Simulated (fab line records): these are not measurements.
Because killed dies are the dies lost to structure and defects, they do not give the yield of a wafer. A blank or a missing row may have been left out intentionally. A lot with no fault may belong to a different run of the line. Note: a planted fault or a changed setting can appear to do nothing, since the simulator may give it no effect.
fab line records / flow n5Finfet
[record] lots = 11 wafers = 33 lastDay = 17
route steps=1938 shown BEOL_M7@1277
lots untouched by any fault: they come from a run of this same line in which no faults occurred
startH: start of the lot's first displayed wafer, in hours after the record's first day / waitH: hours elapsed since this lot's preceding step / " identical to the entry in the row above / L1.1+2: several wafers, shown together as one row / - no value, or no start given / * or withheld: withheld / < > ~ a bound
route shown NAME@n: names a module that has steps shown in the file, with the first one's number in the route / usual: mean/standard deviation taken from wafers without a fault / same: alike in all rows / chamber/n: place in a boat / sites: per-site readings / _std_site: standard deviation across them / _edge_site: inner sites' mean taken away from outer sites' mean / radiusMm: how far each site lies from the wafer's centre / mask NAME#n: copy n / behind: the last tool/chamber to shape the wafer / hold: why the lot went on hold/how many hours it stayed there/how the hold came to an end / device: whichever transistor did not switch (one of n, p or np) / end of line: tests of these same wafers at the route's end / for a step that has no rows: nothing shown but its recipe / killed: not the wafer's yield, but the dies lost to structure and defects at the first sort / map: a wafer's dies, x killed, . not, _ none there
set.NAME: the setting as run; set.NAME@STEP: as run at that earlier step / model.NAME: the simulator's own value behind a step, which no gauge read
route steps across a sampled set of lots; one table per step, one row per wafer
services: the hour from which a tool's chamber was out of use, counted from the record's first day as startH (under 0 if before that day), plus the number of hours and why
[[steps]]
[step N5_BEOL_M7_OVL_MEAS_12]
[recipe] pointsPerWafer = 44
[usual] M7_OVL = 0.1/0.65
lot.wafer=L633.1 tool=overlay-01 chamber=0 startH=188.78 waitH=0.0 M7_OVL[nm]=0.0
lot.wafer=L633.2 tool=overlay-01 chamber=0 startH=188.78 waitH=0.0 M7_OVL[nm]=1.1
lot.wafer=L633.5 tool=overlay-01 chamber=0 startH=188.78 waitH=0.0 M7_OVL[nm]=1.4
lot.wafer=L634.1 tool=overlay-02 chamber=0 startH=195.08 waitH=0.0 M7_OVL[nm]=0.0
lot.wafer=L634.2 tool=overlay-02 chamber=0 startH=195.08 waitH=0.0 M7_OVL[nm]=0.1
lot.wafer=L634.3 tool=overlay-02 chamber=0 startH=195.08 waitH=0.0 M7_OVL[nm]=0.1
lot.wafer=L635.1 tool=overlay-01 chamber=0 startH=195.22 waitH=0.0 M7_OVL[nm]=0.3
lot.wafer=L635.2 tool=overlay-01 chamber=0 startH=195.22 waitH=0.0 M7_OVL[nm]=0.9
lot.wafer=L635.4 tool=overlay-01 chamber=0 startH=195.22 waitH=0.0 M7_OVL[nm]=0.8
lot.wafer=L636.2 tool=overlay-01 chamber=0 startH=199.07 waitH=0.0 M7_OVL[nm]=0.2
lot.wafer=L636.3 tool=overlay-01 chamber=0 startH=199.07 waitH=0.0 M7_OVL[nm]=0.4
lot.wafer=L636.5 tool=overlay-01 chamber=0 startH=199.07 waitH=0.0 M7_OVL[nm]=0.0
lot.wafer=L637.2 tool=overlay-02 chamber=0 startH=211.93 waitH=0.0 M7_OVL[nm]=0.8
lot.wafer=L637.3 tool=overlay-02 chamber=0 startH=211.93 waitH=0.0 M7_OVL[nm]=1.0
lot.wafer=L637.6 tool=overlay-02 chamber=0 startH=211.93 waitH=0.0 M7_OVL[nm]=0.1
lot.wafer=L638.1 tool=overlay-02 chamber=0 startH=217.27 waitH=0.0 M7_OVL[nm]=-0.4
lot.wafer=L638.4 tool=overlay-02 chamber=0 startH=217.27 waitH=0.0 M7_OVL[nm]=-0.5
lot.wafer=L638.6 tool=overlay-02 chamber=0 startH=217.27 waitH=0.0 M7_OVL[nm]=0.6
lot.wafer=L646.1 tool=overlay-01 chamber=0 startH=271.92 waitH=0.0 M7_OVL[nm]=0.4
lot.wafer=L646.5 tool=overlay-01 chamber=0 startH=271.92 waitH=0.0 M7_OVL[nm]=-0.1
lot.wafer=L646.6 tool=overlay-01 chamber=0 startH=271.92 waitH=0.0 M7_OVL[nm]=1.1
lot.wafer=L645.1 tool=overlay-01 chamber=0 startH=272.19 waitH=0.0 M7_OVL[nm]=0.1
lot.wafer=L645.2 tool=overlay-01 chamber=0 startH=272.19 waitH=0.0 M7_OVL[nm]=-0.2
lot.wafer=L645.4 tool=overlay-01 chamber=0 startH=272.19 waitH=0.0 M7_OVL[nm]=-0.3
lot.wafer=L649.3 tool=overlay-02 chamber=0 startH=299.77 waitH=0.0 M7_OVL[nm]=0.7
lot.wafer=L649.5 tool=overlay-02 chamber=0 startH=299.77 waitH=0.0 M7_OVL[nm]=0.6
lot.wafer=L649.6 tool=overlay-02 chamber=0 startH=299.77 waitH=0.0 M7_OVL[nm]=-0.4
lot.wafer=L652.1 tool=overlay-01 chamber=0 startH=327.15 waitH=0.0 M7_OVL[nm]=0.5
lot.wafer=L652.4 tool=overlay-01 chamber=0 startH=327.15 waitH=0.0 M7_OVL[nm]=0.1
lot.wafer=L652.6 tool=overlay-01 chamber=0 startH=327.15 waitH=0.0 M7_OVL[nm]=0.5
lot.wafer=L654.3 tool=overlay-02 chamber=0 startH=335.19 waitH=0.0 M7_OVL[nm]=0.4
lot.wafer=L654.5 tool=overlay-02 chamber=0 startH=335.19 waitH=0.0 M7_OVL[nm]=-0.1
lot.wafer=L654.6 tool=overlay-02 chamber=0 startH=335.19 waitH=0.0 M7_OVL[nm]=-0.4
[step N5_BEOL_M7_COAT_64]
[recipe] resist = SiARC tempC = 220 timeS = 60 spinRpm = 1500 resistThkNm = 12
[usual] chillPlateTempC = 22.98/0.094 spinSpeedRpm = 1500.2/1
lot.wafer=L633.1 tool=lithoTrack-03 chamber=0 startH=190.16 waitH=- chillPlateTempC=22.91 spinSpeedRpm=1500.8
lot.wafer=L633.2 tool=lithoTrack-03 chamber=0 startH=190.16 waitH=- chillPlateTempC=22.97 spinSpeedRpm=1499.7
lot.wafer=L633.5 tool=lithoTrack-03 chamber=0 startH=190.16 waitH=- chillPlateTempC=23.02 spinSpeedRpm=1500.3
lot.wafer=L634.1 tool=lithoTrack-03 chamber=0 startH=196.20 waitH=- chillPlateTempC=22.95 spinSpeedRpm=1500.7
lot.wafer=L634.2 tool=lithoTrack-03 chamber=0 startH=196.20 waitH=- chillPlateTempC=22.98 spinSpeedRpm=1498.3
lot.wafer=L634.3 tool=lithoTrack-03 chamber=0 startH=196.20 waitH=- chillPlateTempC=22.94 spinSpeedRpm=1498.9
lot.wafer=L635.1 tool=lithoTrack-04 chamber=0 startH=196.20 waitH=- chillPlateTempC=23.16 spinSpeedRpm=1500.3
lot.wafer=L635.2 tool=lithoTrack-04 chamber=0 startH=196.20 waitH=- chillPlateTempC=23.09 spinSpeedRpm=1500.4
lot.wafer=L635.4 tool=lithoTrack-04 chamber=0 startH=196.20 waitH=- chillPlateTempC=22.89 spinSpeedRpm=1499.7
lot.wafer=L636.2 tool=lithoTrack-04 chamber=0 startH=200.98 waitH=- chillPlateTempC=23.00 spinSpeedRpm=1500.2
lot.wafer=L636.3 tool=lithoTrack-04 chamber=0 startH=200.98 waitH=- chillPlateTempC=23.08 spinSpeedRpm=1499.4
lot.wafer=L636.5 tool=lithoTrack-04 chamber=0 startH=200.98 waitH=- chillPlateTempC=23.02 spinSpeedRpm=1500.8
lot.wafer=L637.2 tool=lithoTrack-02 chamber=0 startH=212.48 waitH=- chillPlateTempC=22.95 spinSpeedRpm=1499.3
lot.wafer=L637.3 tool=lithoTrack-02 chamber=0 startH=212.48 waitH=- chillPlateTempC=22.99 spinSpeedRpm=1500.6
lot.wafer=L637.6 tool=lithoTrack-02 chamber=0 startH=212.48 waitH=- chillPlateTempC=22.88 spinSpeedRpm=1501.5
lot.wafer=L638.1 tool=lithoTrack-04 chamber=0 startH=219.51 waitH=- chillPlateTempC=22.94 spinSpeedRpm=1501.3
lot.wafer=L638.4 tool=lithoTrack-04 chamber=0 startH=219.51 waitH=- chillPlateTempC=22.97 spinSpeedRpm=1499.5
lot.wafer=L638.6 tool=lithoTrack-04 chamber=0 startH=219.51 waitH=- chillPlateTempC=22.83 spinSpeedRpm=1500.0
lot.wafer=L646.1 tool=lithoTrack-03 chamber=0 startH=273.86 waitH=- chillPlateTempC=23.07 spinSpeedRpm=1419.8
lot.wafer=L646.5 tool=lithoTrack-03 chamber=0 startH=273.86 waitH=- chillPlateTempC=22.98 spinSpeedRpm=1419.6
lot.wafer=L646.6 tool=lithoTrack-03 chamber=0 startH=273.86 waitH=- chillPlateTempC=23.08 spinSpeedRpm=1418.5
lot.wafer=L645.1 tool=lithoTrack-03 chamber=0 startH=273.96 waitH=- chillPlateTempC=22.86 spinSpeedRpm=1422.4
lot.wafer=L645.2 tool=lithoTrack-03 chamber=0 startH=273.96 waitH=- chillPlateTempC=22.83 spinSpeedRpm=1422.9
lot.wafer=L645.4 tool=lithoTrack-03 chamber=0 startH=273.96 waitH=- chillPlateTempC=23.00 spinSpeedRpm=1421.0
lot.wafer=L649.3 tool=lithoTrack-04 chamber=0 startH=301.86 waitH=- chillPlateTempC=23.23 spinSpeedRpm=1500.2
lot.wafer=L649.5 tool=lithoTrack-04 chamber=0 startH=301.86 waitH=- chillPlateTempC=23.02 spinSpeedRpm=1499.7
lot.wafer=L649.6 tool=lithoTrack-04 chamber=0 startH=301.86 waitH=- chillPlateTempC=22.98 spinSpeedRpm=1499.3
lot.wafer=L652.1 tool=lithoTrack-04 chamber=0 startH=328.33 waitH=- chillPlateTempC=23.13 spinSpeedRpm=1502.0
lot.wafer=L652.4 tool=lithoTrack-04 chamber=0 startH=328.33 waitH=- chillPlateTempC=23.10 spinSpeedRpm=1500.0
lot.wafer=L652.6 tool=lithoTrack-04 chamber=0 startH=328.33 waitH=- chillPlateTempC=23.08 spinSpeedRpm=1501.9
lot.wafer=L654.3 tool=lithoTrack-04 chamber=0 startH=335.76 waitH=- chillPlateTempC=23.05 spinSpeedRpm=1499.7
lot.wafer=L654.5 tool=lithoTrack-04 chamber=0 startH=335.76 waitH=- chillPlateTempC=22.90 spinSpeedRpm=1500.5
lot.wafer=L654.6 tool=lithoTrack-04 chamber=0 startH=335.76 waitH=- chillPlateTempC=22.90 spinSpeedRpm=1499.9
[step N5_BEOL_M7_CD_MEAS_28]
[recipe] targetCdNm = 40 landingEnergyEv = 500 detector = seInlens
[usual] cdNm = 39.96/0.26
lot.wafer=L633.1 tool=cdSem-03 chamber=0 startH=190.42 waitH=- cdNm=39.93
lot.wafer=L633.2 tool=cdSem-03 chamber=0 startH=190.42 waitH=- cdNm=39.83
lot.wafer=L633.5 tool=cdSem-03 chamber=0 startH=190.42 waitH=- cdNm=39.86
lot.wafer=L634.1 tool=cdSem-01 chamber=0 startH=196.47 waitH=- cdNm=39.92
lot.wafer=L634.2 tool=cdSem-01 chamber=0 startH=196.47 waitH=- cdNm=40.11
lot.wafer=L634.3 tool=cdSem-01 chamber=0 startH=196.47 waitH=- cdNm=40.01
lot.wafer=L635.1 tool=cdSem-02 chamber=0 startH=196.51 waitH=- cdNm=40.12
lot.wafer=L635.2 tool=cdSem-02 chamber=0 startH=196.51 waitH=- cdNm=40.18
lot.wafer=L635.4 tool=cdSem-02 chamber=0 startH=196.51 waitH=- cdNm=39.96
lot.wafer=L636.2 tool=cdSem-02 chamber=0 startH=201.25 waitH=- cdNm=39.75
lot.wafer=L636.3 tool=cdSem-02 chamber=0 startH=201.25 waitH=- cdNm=39.96
lot.wafer=L636.5 tool=cdSem-02 chamber=0 startH=201.25 waitH=- cdNm=40.22
lot.wafer=L637.2 tool=cdSem-02 chamber=0 startH=212.75 waitH=- cdNm=39.97
lot.wafer=L637.3 tool=cdSem-02 chamber=0 startH=212.75 waitH=- cdNm=39.56
lot.wafer=L637.6 tool=cdSem-02 chamber=0 startH=212.75 waitH=- cdNm=39.66
lot.wafer=L638.1 tool=cdSem-02 chamber=0 startH=219.82 waitH=- cdNm=40.27
lot.wafer=L638.4 tool=cdSem-02 chamber=0 startH=219.82 waitH=- cdNm=39.99
lot.wafer=L638.6 tool=cdSem-02 chamber=0 startH=219.82 waitH=- cdNm=39.65
lot.wafer=L646.1 tool=cdSem-01 chamber=0 startH=274.13 waitH=- cdNm=39.58
lot.wafer=L646.5 tool=cdSem-01 chamber=0 startH=274.13 waitH=- cdNm=39.77
lot.wafer=L646.6 tool=cdSem-01 chamber=0 startH=274.13 waitH=- cdNm=39.92
lot.wafer=L645.1 tool=cdSem-03 chamber=0 startH=274.27 waitH=- cdNm=40.52
lot.wafer=L645.2 tool=cdSem-03 chamber=0 startH=274.27 waitH=- cdNm=40.09
lot.wafer=L645.4 tool=cdSem-03 chamber=0 startH=274.27 waitH=- cdNm=39.94
lot.wafer=L649.3 tool=cdSem-03 chamber=0 startH=302.26 waitH=- cdNm=39.90
lot.wafer=L649.5 tool=cdSem-03 chamber=0 startH=302.26 waitH=- cdNm=39.92
lot.wafer=L649.6 tool=cdSem-03 chamber=0 startH=302.26 waitH=- cdNm=40.07
lot.wafer=L652.1 tool=cdSem-03 chamber=0 startH=328.72 waitH=- cdNm=39.90
lot.wafer=L652.4 tool=cdSem-03 chamber=0 startH=328.72 waitH=- cdNm=39.72
lot.wafer=L652.6 tool=cdSem-03 chamber=0 startH=328.72 waitH=- cdNm=40.33
lot.wafer=L654.3 tool=cdSem-02 chamber=0 startH=336.16 waitH=- cdNm=40.23
lot.wafer=L654.5 tool=cdSem-02 chamber=0 startH=336.16 waitH=- cdNm=40.13
lot.wafer=L654.6 tool=cdSem-02 chamber=0 startH=336.16 waitH=- cdNm=39.88
[step N5_BEOL_M7_ETCH_65]
[recipe] chemistry = CF4 target = SiARC targetDepthA = 156 maskMaterial = CAR-EUV timeS = 26 ionEnergyEv = 80 pressureMtorr = 40 sourceW = 545 biasW = 36 Ar_flow_sccm = 100 cf4FlowSccm = 100 ends = cleared
[usual] chamberPressureMTorr = 40.00/0.035 drypumpMotorCurrentA = 5.53/0.26 etchRfOnTimeS = 25.9/0.53 mfcArSccm = 100.0/0.33 oesProductAu = 0.68/0.073 rfVppV = 184.2/1.1 showerheadPlenumPTorr = 2.15/0.068 throttleValvePct = 15.55/0.28
lot.wafer=L633.1 tool=rieDiel-06 chamber=1 startH=190.60 waitH=0.0 chamberPressureMTorr=39.95 drypumpMotorCurrentA=5.28 etchRfOnTimeS=25.7 mfcArSccm=100.1 oesProductAu=0.59 rfHoursCounterH=218 rfVppV=183.3 showerheadPlenumPTorr=2.11 throttleValvePct=15.77
lot.wafer=L633.2 tool=rieDiel-06 chamber=2 startH=190.60 waitH=0.0 chamberPressureMTorr=40.02 drypumpMotorCurrentA=5.41 etchRfOnTimeS=24.9 mfcArSccm=100.8 oesProductAu=0.63 rfHoursCounterH=182 rfVppV=185.0 showerheadPlenumPTorr=2.22 throttleValvePct=15.48
lot.wafer=L633.5 tool=rieDiel-06 chamber=3 startH=190.60 waitH=0.0 chamberPressureMTorr=39.97 drypumpMotorCurrentA=5.88 etchRfOnTimeS=25.2 mfcArSccm=100.1 oesProductAu=0.74 rfHoursCounterH=- rfVppV=185.7 showerheadPlenumPTorr=2.26 throttleValvePct=15.23
lot.wafer=L634.1 tool=rieDiel-06 chamber=3 startH=196.64 waitH=0.0 chamberPressureMTorr=40.05 drypumpMotorCurrentA=5.90 etchRfOnTimeS=25.5 mfcArSccm=99.9 oesProductAu=0.73 rfHoursCounterH=72 rfVppV=186.1 showerheadPlenumPTorr=2.26 throttleValvePct=15.24
lot.wafer=L634.2 tool=rieDiel-06 chamber=2 startH=196.64 waitH=0.0 chamberPressureMTorr=40.03 drypumpMotorCurrentA=5.45 etchRfOnTimeS=25.0 mfcArSccm=100.4 oesProductAu=0.63 rfHoursCounterH=184 rfVppV=184.4 showerheadPlenumPTorr=2.21 throttleValvePct=15.48
lot.wafer=L634.3 tool=rieDiel-06 chamber=1 startH=196.64 waitH=0.0 chamberPressureMTorr=40.02 drypumpMotorCurrentA=5.29 etchRfOnTimeS=26.0 mfcArSccm=99.8 oesProductAu=0.59 rfHoursCounterH=220 rfVppV=185.9 showerheadPlenumPTorr=2.11 throttleValvePct=15.77
lot.wafer=L635.1 tool=rieDiel-01 chamber=2 startH=196.69 waitH=0.0 chamberPressureMTorr=40.01 drypumpMotorCurrentA=5.73 etchRfOnTimeS=26.7 mfcArSccm=99.7 oesProductAu=0.58 rfHoursCounterH=238 rfVppV=185.6 showerheadPlenumPTorr=2.21 throttleValvePct=16.17
lot.wafer=L635.2 tool=rieDiel-01 chamber=3 startH=196.69 waitH=0.0 chamberPressureMTorr=40.01 drypumpMotorCurrentA=5.16 etchRfOnTimeS=27.3 mfcArSccm=99.9 oesProductAu=0.71 rfHoursCounterH=59 rfVppV=184.8 showerheadPlenumPTorr=2.17 throttleValvePct=15.76
lot.wafer=L635.4 tool=rieDiel-01 chamber=0 startH=196.69 waitH=0.0 chamberPressureMTorr=39.98 drypumpMotorCurrentA=5.42 etchRfOnTimeS=26.1 mfcArSccm=99.9 oesProductAu=0.65 rfHoursCounterH=158 rfVppV=181.8 showerheadPlenumPTorr=2.05 throttleValvePct=15.68
lot.wafer=L636.2 tool=rieDiel-01 chamber=2 startH=201.62 waitH=0.0 chamberPressureMTorr=39.99 drypumpMotorCurrentA=5.73 etchRfOnTimeS=26.5 mfcArSccm=99.7 oesProductAu=0.58 rfHoursCounterH=239 rfVppV=185.2 showerheadPlenumPTorr=2.21 throttleValvePct=16.17
lot.wafer=L636.3 tool=rieDiel-01 chamber=0 startH=201.62 waitH=0.0 chamberPressureMTorr=40.08 drypumpMotorCurrentA=5.43 etchRfOnTimeS=25.9 mfcArSccm=99.8 oesProductAu=0.65 rfHoursCounterH=160 rfVppV=182.3 showerheadPlenumPTorr=2.05 throttleValvePct=15.67
lot.wafer=L636.5 tool=rieDiel-01 chamber=3 startH=201.62 waitH=0.0 chamberPressureMTorr=39.97 drypumpMotorCurrentA=5.19 etchRfOnTimeS=26.9 mfcArSccm=99.7 oesProductAu=0.71 rfHoursCounterH=- rfVppV=184.5 showerheadPlenumPTorr=2.17 throttleValvePct=15.76
lot.wafer=L637.2 tool=rieDiel-06 chamber=2 startH=212.93 waitH=0.0 chamberPressureMTorr=39.92 drypumpMotorCurrentA=5.45 etchRfOnTimeS=25.6 mfcArSccm=99.9 oesProductAu=0.62 rfHoursCounterH=189 rfVppV=184.3 showerheadPlenumPTorr=2.21 throttleValvePct=15.47
lot.wafer=L637.3 tool=rieDiel-06 chamber=1 startH=212.93 waitH=0.0 chamberPressureMTorr=40.02 drypumpMotorCurrentA=5.31 etchRfOnTimeS=26.4 mfcArSccm=99.8 oesProductAu=0.58 rfHoursCounterH=226 rfVppV=183.2 showerheadPlenumPTorr=2.11 throttleValvePct=15.78
lot.wafer=L637.6 tool=rieDiel-06 chamber=0 startH=212.93 waitH=0.0 chamberPressureMTorr=39.99 drypumpMotorCurrentA=5.77 etchRfOnTimeS=26.4 mfcArSccm=100.3 oesProductAu=0.59 rfHoursCounterH=- rfVppV=184.0 showerheadPlenumPTorr=2.13 throttleValvePct=15.96
lot.wafer=L638.1 tool=rieDiel-06 chamber=1 startH=220.36 waitH=0.0 chamberPressureMTorr=39.98 drypumpMotorCurrentA=5.28 etchRfOnTimeS=25.9 mfcArSccm=99.8 oesProductAu=0.58 rfHoursCounterH=228 rfVppV=183.6 showerheadPlenumPTorr=2.11 throttleValvePct=15.80
lot.wafer=L638.4 tool=rieDiel-06 chamber=3 startH=220.36 waitH=0.0 chamberPressureMTorr=40.01 drypumpMotorCurrentA=5.89 etchRfOnTimeS=25.8 mfcArSccm=99.9 oesProductAu=0.72 rfHoursCounterH=80 rfVppV=184.3 showerheadPlenumPTorr=2.26 throttleValvePct=15.24
lot.wafer=L638.6 tool=rieDiel-06 chamber=3 startH=220.36 waitH=0.0 chamberPressureMTorr=40.01 drypumpMotorCurrentA=5.88 etchRfOnTimeS=25.8 mfcArSccm=100.0 oesProductAu=0.72 rfHoursCounterH=- rfVppV=185.4 showerheadPlenumPTorr=2.26 throttleValvePct=15.27
lot.wafer=L646.1 tool=rieDiel-06 chamber=2 startH=274.50 waitH=0.0 chamberPressureMTorr=39.97 drypumpMotorCurrentA=5.44 etchRfOnTimeS=26.2 mfcArSccm=99.9 oesProductAu=0.61 rfHoursCounterH=207 rfVppV=184.8 showerheadPlenumPTorr=2.21 throttleValvePct=15.54
lot.wafer=L646.5 tool=rieDiel-06 chamber=3 startH=274.50 waitH=0.0 chamberPressureMTorr=40.03 drypumpMotorCurrentA=5.90 etchRfOnTimeS=26.6 mfcArSccm=99.8 oesProductAu=0.71 rfHoursCounterH=- rfVppV=184.6 showerheadPlenumPTorr=2.25 throttleValvePct=15.29
lot.wafer=L646.6 tool=rieDiel-06 chamber=2 startH=274.50 waitH=0.0 chamberPressureMTorr=40.00 drypumpMotorCurrentA=5.45 etchRfOnTimeS=26.0 mfcArSccm=99.7 oesProductAu=0.61 rfHoursCounterH=- rfVppV=183.5 showerheadPlenumPTorr=2.21 throttleValvePct=15.52
lot.wafer=L645.1 tool=rieDiel-06 chamber=2 startH=275.25 waitH=0.0 chamberPressureMTorr=40.05 drypumpMotorCurrentA=5.42 etchRfOnTimeS=26.2 mfcArSccm=100.3 oesProductAu=0.62 rfHoursCounterH=207 rfVppV=184.1 showerheadPlenumPTorr=2.21 throttleValvePct=15.53
lot.wafer=L645.2 tool=rieDiel-06 chamber=3 startH=275.25 waitH=0.0 chamberPressureMTorr=40.00 drypumpMotorCurrentA=5.89 etchRfOnTimeS=26.8 mfcArSccm=100.1 oesProductAu=0.71 rfHoursCounterH=95 rfVppV=185.1 showerheadPlenumPTorr=2.25 throttleValvePct=15.29
lot.wafer=L645.4 tool=rieDiel-06 chamber=3 startH=275.25 waitH=0.0 chamberPressureMTorr=39.99 drypumpMotorCurrentA=5.91 etchRfOnTimeS=26.8 mfcArSccm=100.0 oesProductAu=0.71 rfHoursCounterH=- rfVppV=184.4 showerheadPlenumPTorr=2.25 throttleValvePct=15.29
lot.wafer=L649.3 tool=rieDiel-06 chamber=2 startH=302.43 waitH=0.0 chamberPressureMTorr=39.98 drypumpMotorCurrentA=5.42 etchRfOnTimeS=25.4 mfcArSccm=100.0 oesProductAu=0.60 rfHoursCounterH=217 rfVppV=184.1 showerheadPlenumPTorr=2.20 throttleValvePct=15.54
lot.wafer=L649.5 tool=rieDiel-06 chamber=3 startH=302.43 waitH=0.0 chamberPressureMTorr=40.05 drypumpMotorCurrentA=5.90 etchRfOnTimeS=26.0 mfcArSccm=99.9 oesProductAu=0.69 rfHoursCounterH=- rfVppV=184.5 showerheadPlenumPTorr=2.25 throttleValvePct=15.31
lot.wafer=L649.6 tool=rieDiel-06 chamber=2 startH=302.43 waitH=0.0 chamberPressureMTorr=39.93 drypumpMotorCurrentA=5.40 etchRfOnTimeS=25.4 mfcArSccm=99.8 oesProductAu=0.61 rfHoursCounterH=- rfVppV=185.1 showerheadPlenumPTorr=2.20 throttleValvePct=15.54
lot.wafer=L652.1 tool=rieDiel-01 chamber=3 startH=328.89 waitH=0.0 chamberPressureMTorr=40.02 drypumpMotorCurrentA=5.14 etchRfOnTimeS=27.2 mfcArSccm=99.5 oesProductAu=0.67 rfHoursCounterH=99 rfVppV=184.3 showerheadPlenumPTorr=2.15 throttleValvePct=15.84
lot.wafer=L652.4 tool=rieDiel-01 chamber=0 startH=328.89 waitH=0.0 chamberPressureMTorr=40.06 drypumpMotorCurrentA=5.43 etchRfOnTimeS=26.0 mfcArSccm=100.4 oesProductAu=0.63 rfHoursCounterH=- rfVppV=182.4 showerheadPlenumPTorr=2.04 throttleValvePct=15.74
lot.wafer=L652.6 tool=rieDiel-01 chamber=2 startH=328.89 waitH=0.0 chamberPressureMTorr=40.00 drypumpMotorCurrentA=5.72 etchRfOnTimeS=25.8 mfcArSccm=100.1 oesProductAu=0.78 rfHoursCounterH=- rfVppV=183.3 showerheadPlenumPTorr=2.19 throttleValvePct=15.73
lot.wafer=L654.3 tool=rieDiel-02 chamber=0 startH=336.33 waitH=0.0 chamberPressureMTorr=40.06 drypumpMotorCurrentA=5.14 etchRfOnTimeS=25.0 mfcArSccm=100.5 oesProductAu=0.76 rfHoursCounterH=28 rfVppV=184.6 showerheadPlenumPTorr=2.17 throttleValvePct=15.26
lot.wafer=L654.5 tool=rieDiel-02 chamber=2 startH=336.33 waitH=0.0 chamberPressureMTorr=40.00 drypumpMotorCurrentA=5.83 etchRfOnTimeS=25.8 mfcArSccm=99.9 oesProductAu=0.67 rfHoursCounterH=- rfVppV=184.0 showerheadPlenumPTorr=2.14 throttleValvePct=15.25
lot.wafer=L654.6 tool=rieDiel-02 chamber=3 startH=336.33 waitH=0.0 chamberPressureMTorr=40.00 drypumpMotorCurrentA=5.33 etchRfOnTimeS=25.9 mfcArSccm=99.8 oesProductAu=0.62 rfHoursCounterH=- rfVppV=181.2 showerheadPlenumPTorr=2.03 throttleValvePct=15.70
[[services]]
tool=rieDiel-01 chamber=1 startH=168.11 hours=- kind=clean
tool=rieDiel-01 chamber=1 startH=168.11 hours=- kind=consumableReplace:focusRing
tool=rieDiel-01 chamber=1 startH=168.11 hours=13.9 kind=scheduledDown
tool=rieDiel-01 chamber=1 startH=168.11 hours=13.9 kind=ventCycle
tool=lithoTrack-02 chamber=- startH=217.56 hours=- kind=consumableReplace:filter
tool=rieDiel-02 chamber=0 startH=233.89 hours=- kind=clean
tool=rieDiel-02 chamber=0 startH=233.89 hours=- kind=consumableReplace:focusRing
tool=rieDiel-02 chamber=0 startH=233.89 hours=14.9 kind=scheduledDown
tool=rieDiel-02 chamber=0 startH=233.89 hours=14.9 kind=ventCycle
tool=lithoTrack-02 chamber=- startH=235.32 hours=- kind=consumableReplace:filter
tool=rieDiel-01 chamber=2 startH=235.33 hours=5.0 kind=repair
tool=rieDiel-01 chamber=2 startH=242.52 hours=- kind=clean
tool=rieDiel-01 chamber=2 startH=242.52 hours=- kind=consumableReplace:focusRing
tool=rieDiel-01 chamber=2 startH=242.52 hours=17.4 kind=scheduledDown
tool=rieDiel-01 chamber=2 startH=242.52 hours=17.4 kind=ventCycle
tool=rieDiel-02 chamber=1 startH=243.32 hours=8.0 kind=repair
tool=rieDiel-06 chamber=0 startH=260.74 hours=- kind=clean
tool=rieDiel-06 chamber=0 startH=260.74 hours=- kind=consumableReplace:focusRing
tool=rieDiel-06 chamber=0 startH=260.74 hours=22.9 kind=scheduledDown
tool=rieDiel-06 chamber=0 startH=260.74 hours=22.9 kind=ventCycle
tool=lithoTrack-03 chamber=- startH=311.60 hours=- kind=consumableReplace:filter
tool=rieDiel-01 chamber=1 startH=313.05 hours=21.1 kind=repair
[[key]]
[firstSign] step = N5_BEOL_M7_COAT_64 reading = spinSpeedRpm direction = down sigmas = 78 usual = * struck = *
effect none on later readings
metAt N5_BEOL_M7_COAT_64
struckLots L645,L646
notActingAt N5_BEOL_M7_OVL_MEAS_12,N5_BEOL_M7_CD_MEAS_28,N5_BEOL_M7_ETCH_65
onsetBetween 196.20 273.86
[fault] kind = processParameterDrift tool = lithoTrack-03 chamber = - onsetH = 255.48 steps = N5_BEOL_M7_COAT_64 channel = spinRpm offset = * shape = step endH = 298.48 actsIn = * stated = *
